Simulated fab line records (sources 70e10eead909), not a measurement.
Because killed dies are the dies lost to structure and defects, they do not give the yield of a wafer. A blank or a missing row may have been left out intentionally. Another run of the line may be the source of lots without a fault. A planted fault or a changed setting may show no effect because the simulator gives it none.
Matching of chambers / flow nand harc / rie diel-05 running NHARC_A_STAIRCASE_ETCHBACK_422: 4 sister chambers
The step etches the open film in CH3F/O2, target depth 40 nm, time 74.286 s. 18 wafers are shown with their chamber, then 9 later ones without.

WAFERS PAIRED WITH THEIR CHAMBERS
wafer=L075.3; chamber=2; showerhead plenum p Torr (Torr)=2.51; drypump motor current A (A)=6.08; rf vpp V (V)=245.6
wafer=L075.4; chamber=3; showerhead plenum p Torr (Torr)=2.48; drypump motor current A (A)=6.08; rf vpp V (V)=243.7
wafer=L075.6; chamber=3; showerhead plenum p Torr (Torr)=2.48; drypump motor current A (A)=6.05; rf vpp V (V)=245.6
wafer=L081.1; chamber=1; showerhead plenum p Torr (Torr)=2.30; drypump motor current A (A)=5.78; rf vpp V (V)=243.1
wafer=L081.4; chamber=0; showerhead plenum p Torr (Torr)=2.31; drypump motor current A (A)=5.57; rf vpp V (V)=243.4
wafer=L081.5; chamber=1; showerhead plenum p Torr (Torr)=2.30; drypump motor current A (A)=5.78; rf vpp V (V)=241.2
wafer=L083.1; chamber=2; showerhead plenum p Torr (Torr)=2.49; drypump motor current A (A)=6.04; rf vpp V (V)=245.9
wafer=L083.3; chamber=0; showerhead plenum p Torr (Torr)=2.31; drypump motor current A (A)=5.58; rf vpp V (V)=241.4
wafer=L083.6; chamber=2; showerhead plenum p Torr (Torr)=2.49; drypump motor current A (A)=6.06; rf vpp V (V)=244.8
wafer=L090.2; chamber=1; showerhead plenum p Torr (Torr)=2.29; drypump motor current A (A)=5.77; rf vpp V (V)=242.9
wafer=L090.3; chamber=0; showerhead plenum p Torr (Torr)=2.31; drypump motor current A (A)=5.56; rf vpp V (V)=243.5
wafer=L090.5; chamber=2; showerhead plenum p Torr (Torr)=2.49; drypump motor current A (A)=6.05; rf vpp V (V)=245.2
wafer=L091.1; chamber=0; showerhead plenum p Torr (Torr)=2.31; drypump motor current A (A)=5.56; rf vpp V (V)=242.8
wafer=L091.4; chamber=1; showerhead plenum p Torr (Torr)=2.29; drypump motor current A (A)=5.75; rf vpp V (V)=243.1
wafer=L091.6; chamber=2; showerhead plenum p Torr (Torr)=2.49; drypump motor current A (A)=6.03; rf vpp V (V)=245.3
wafer=L095.1; chamber=1; showerhead plenum p Torr (Torr)=2.29; drypump motor current A (A)=5.78; rf vpp V (V)=241.0
wafer=L095.2; chamber=0; showerhead plenum p Torr (Torr)=2.30; drypump motor current A (A)=5.57; rf vpp V (V)=240.6
wafer=L095.3; chamber=2; showerhead plenum p Torr (Torr)=2.48; drypump motor current A (A)=6.05; rf vpp V (V)=244.1

SIGNATURES (means of the wafers above)
reading=showerhead plenum p Torr; chamber 0=2.3080; chamber 1=2.2940; chamber 2=2.4917; chamber 3=2.4800; scatter within a chamber=0.00699
reading=drypump motor current A; chamber 0=5.5680; chamber 1=5.7720; chamber 2=6.0517; chamber 3=6.0650; scatter within a chamber=0.0144
reading=rf vpp V; chamber 0=242.340; chamber 1=242.260; chamber 2=245.150; chamber 3=244.650; scatter within a chamber=1.03
Rule: a wafer's distance from a chamber is the root of the sum, over the readings, of the square of ((its reading less the chamber's mean) divided by the reading's scatter). The wafer belongs to the nearest chamber; if the next one is less than 2 further off, it can't be placed. The scatter: the root of (the sum of the squares of (reading less its chamber's mean) over the shown wafers, divided by (wafers less chambers)).

WAFERS WITHOUT THEIR CHAMBER
wafer=L096.1; showerhead plenum p Torr (Torr)=2.30; drypump motor current A (A)=5.57; rf vpp V (V)=243.9
wafer=L096.2; showerhead plenum p Torr (Torr)=2.48; drypump motor current A (A)=6.06; rf vpp V (V)=244.1
wafer=L096.3; showerhead plenum p Torr (Torr)=2.46; drypump motor current A (A)=6.04; rf vpp V (V)=245.9
wafer=L096.4; showerhead plenum p Torr (Torr)=2.29; drypump motor current A (A)=5.75; rf vpp V (V)=241.5
wafer=L096.5; showerhead plenum p Torr (Torr)=2.48; drypump motor current A (A)=6.07; rf vpp V (V)=244.9
wafer=L096.6; showerhead plenum p Torr (Torr)=2.29; drypump motor current A (A)=5.75; rf vpp V (V)=242.5
wafer=L097.2; showerhead plenum p Torr (Torr)=2.48; drypump motor current A (A)=6.05; rf vpp V (V)=244.2
wafer=L097.3; showerhead plenum p Torr (Torr)=2.45; drypump motor current A (A)=6.02; rf vpp V (V)=243.5
wafer=L097.4; showerhead plenum p Torr (Torr)=2.30; drypump motor current A (A)=5.56; rf vpp V (V)=242.0

EACH ONE'S CHAMBER
wafer=L096.1; from the rows above=0; in truth=0
wafer=L096.2; from the rows above=can't be placed: 3 or 2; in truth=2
wafer=L096.3; from the rows above=can't be placed: 3 or 2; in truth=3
wafer=L096.4; from the rows above=1; in truth=1
wafer=L096.5; from the rows above=can't be placed: 3 or 2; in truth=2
wafer=L096.6; from the rows above=1; in truth=1
wafer=L097.2; from the rows above=can't be placed: 3 or 2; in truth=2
wafer=L097.3; from the rows above=can't be placed: 3 or 2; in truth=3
wafer=L097.4; from the rows above=0; in truth=0
4 of 9 placed correctly. From these rows, 5 cannot be placed; in 5 the true chamber is one of the candidates. 0 placed wrongly.
